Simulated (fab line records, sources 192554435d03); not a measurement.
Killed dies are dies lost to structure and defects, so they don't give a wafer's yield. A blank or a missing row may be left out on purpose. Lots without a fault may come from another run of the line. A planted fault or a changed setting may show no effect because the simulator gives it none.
Split-lot experiment | flow n5_finfet | 7 lots, 21 wafers read, on a route of 1938 steps

THE SPLIT
At N5_FIN_SAQP_HM_DEP_03 (deposits SiNx from SiH4/NH3/N2, target thk 38 nm, time 33.6 s), the setting time_s was moved away from the recipe's 33.6 s on 8 of the 21 wafers read, by -14.1% to +4.8%. The other wafers ran this setting at the recipe's value.

FROM THE SPLIT TO THE READING: what the file shows between them, 11 steps
- N5_FIN_SAQP_THK_MEAS_05
- N5_FIN_SAQP_EXPOSE_13: exposes mask FIN CORE, target cd 35.6 nm (also split here: dose_mj)
- N5_FIN_SAQP_PEB_14: peb time 60 s
- N5_FIN_SAQP_DEVELOP_15: develop time 30 s
- N5_FIN_SAQP_CD_MEAS_16: target cd 35.6 nm
- N5_FIN_SAQP_MANDREL2_REMOVE_60: chemistry HBr/Cl2/O2, target a-Si, stops on SiNx, bt time 10 s
- N5_FIN_SAQP_HM_OPEN_33: chemistry CH3F/O2, target SiNx, target depth 49.4 nm, time 70.6 s
- N5_FIN_SAQP_ETCH_34: etches SiO2 in C4F6/O2, target depth 45 nm, time 15 s
- N5_FIN_SAQP_ETCH_64: etches SiO2 in CF4, target depth 1.5 nm (also split here: bias_w)
- N5_FIN_SAQP_FIN_ETCH_36: etches the open film in HBr/Cl2/O2, target depth 120 nm, time 50.4 s (also split here: icp_w)
- N5_FIN_SAQP_PRECLEAN_38: cleans in O3/DIW, time 45 s

THE READING
SiNx_of_FIN_SAQP_HM_DEP_03.thk_nm (the simulator's own value, which no gauge read), in nm, at N5_FIN_SAQP_PRECLEAN_45 (cleans in dHF, time 10 s). The file gives no usual value for it. The 13 wafers here that ran the recipe average 20.8 nm, standard deviation 0.44 nm.

wafer  | tool, chamber at the split | time_s as run, s | against the recipe | SiNx_of_FIN_SAQP_HM_DEP_03.thk_nm, nm | against lot-mates on the recipe
L074.1 | pecvd-04, 2                | 33.6             | recipe             | 20.6                                  | -
L074.6 | pecvd-04, 0                | 33.6             | recipe             | 20.6                                  | -
L074.3 | pecvd-04, 0                | 33.6             | recipe             | 20.4                                  | -
L075.1 | pecvd-02, 2                | 33.6             | recipe             | 21                                    | -
L075.2 | pecvd-02, 0                | 33.6             | recipe             | 20.8                                  | -
L075.5 | pecvd-02, 2                | 33.6             | recipe             | 21.4                                  | -
L077.1 | pecvd-03, 1                | 29.65            | -11.8%             | 15.8                                  | no lot-mate on the recipe
L077.3 | pecvd-03, 2                | 29.65            | -11.8%             | 16.2                                  | no lot-mate on the recipe
L077.6 | pecvd-03, 2                | 29.65            | -11.8%             | 16.6                                  | no lot-mate on the recipe
L083.2 | pecvd-02, 1                | 33.6             | recipe             | 19.8                                  | -
L083.5 | pecvd-02, 1                | 33.6             | recipe             | 21.2                                  | -
L083.6 | pecvd-02, 0                | 33.6             | recipe             | 20.8                                  | -
L088.1 | pecvd-04, 1                | 33.6             | recipe             | 21.6                                  | -
L088.4 | pecvd-04, 0                | 33.6             | recipe             | 20.8                                  | -
L088.5 | pecvd-04, 2                | 35.2             | +4.8%              | 23.2                                  | +2.0
L090.3 | pecvd-04, 2                | 28.86            | -14.1%             | 15.8                                  | -5.2
L090.5 | pecvd-04, 0                | 28.86            | -14.1%             | 15.4                                  | -5.6
L090.6 | pecvd-04, 2                | 33.6             | recipe             | 21                                    | -
L093.1 | pecvd-03, 0                | 33.6             | recipe             | 21                                    | -
L093.4 | pecvd-03, 0                | 30.62            | -8.9%              | 18.2                                  | -2.8
L093.5 | pecvd-03, 2                | 30.62            | -8.9%              | 18                                    | -3.0

THE FIT
A straight line over all 21 wafers: SiNx_of_FIN_SAQP_HM_DEP_03.thk_nm changes by +0.38 nm for each +1% of time_s; r = +0.98; the points scatter about the line by 0.46 nm.
The same after taking each lot's own level away (the mean of its wafers on the recipe; 18 wafers): +0.372 nm for each +1%; r = +0.98; scatter 0.36 nm.
On that fit, the largest move of time_s shifts the reading by 5.2 nm.
The lots' own levels span 20.53 to 21.20 nm, that is 1.5 times the standard deviation above.
So the lot-to-lot level changes the slope little: the two slopes agree.
Check: with one of the wafers moved furthest among these (-14.1%) left out of the fit, the line predicts -5.21 nm for it against its lot-mates. It came out at -5.2 nm against them.

OTHER SPLITS ON THESE WAFERS
These wafers also went through other splits before the reading. Each is held against what the fit with the lots' levels taken away leaves over:
other split on the same wafers | wafers away from the commonest value | r with SiNx_of_FIN_SAQP_HM_DEP_03.thk_nm (lot level and that fit taken away)
N5_ZERO_LAYER_PECVD_02 time_s  | 9                                    | -0.41
N5_ZERO_LAYER_COAT_05 spin_rpm | 11                                   | -0.06
N5_WELL_APT_PEB_23 peb_temp_c  | 4                                    | -0.25
N5_WELL_APT_DESCUM_30 time_s   | 5                                    | -0.21
N5_FIN_SAQP_EXPOSE_13 dose_mj  | 5                                    | +0.27
N5_FIN_SAQP_ETCH_64 bias_w     | 8                                    | +0.14
N5_FIN_SAQP_FIN_ETCH_36 icp_w  | 4                                    | -0.38

THE WHOLE CHAIN: every reading that the file lists as answering this split, in the file's order
step                    | what it does                                                      | reading                                                                            | change (the file's fit)               | r (the file's)
N5_FIN_SAQP_HM_DEP_03   | deposits SiNx from SiH4/NH3/N2, target thk 38 nm, time 33.6 s     | SiNx_of_FIN_SAQP_HM_DEP_03.thk_nm (the simulator's own value, which no gauge read) | +0.385 nm for each +1% of the setting | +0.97
N5_FIN_SAQP_THK_MEAS_05 |                                                                   | thk_nm                                                                             | withheld for each +1% of the setting  | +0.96
N5_FIN_SAQP_HM_OPEN_33  | chemistry CH3F/O2, target SiNx, target depth 49.4 nm, time 70.6 s | etch_rf_on_time_s                                                                  | withheld for each +1% of the setting  | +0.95
N5_FIN_SAQP_HM_OPEN_33  | chemistry CH3F/O2, target SiNx, target depth 49.4 nm, time 70.6 s | etch.depth_nm (the simulator's own value, which no gauge read)                     | +0.389 nm for each +1% of the setting | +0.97
N5_FIN_SAQP_ETCH_34     | etches SiO2 in C4F6/O2, target depth 45 nm, time 15 s             | SiNx_of_FIN_SAQP_HM_DEP_03.thk_nm (the simulator's own value, which no gauge read) | +0.379 nm for each +1% of the setting | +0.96
N5_FIN_SAQP_PRECLEAN_45 | cleans in dHF, time 10 s                                          | SiNx_of_FIN_SAQP_HM_DEP_03.thk_nm (the simulator's own value, which no gauge read) | +0.371 nm for each +1% of the setting | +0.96

THE FILE'S OWN FIT
SiNx_of_FIN_SAQP_HM_DEP_03.thk_nm changes by +0.371 nm for each +1% of time_s, r = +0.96.
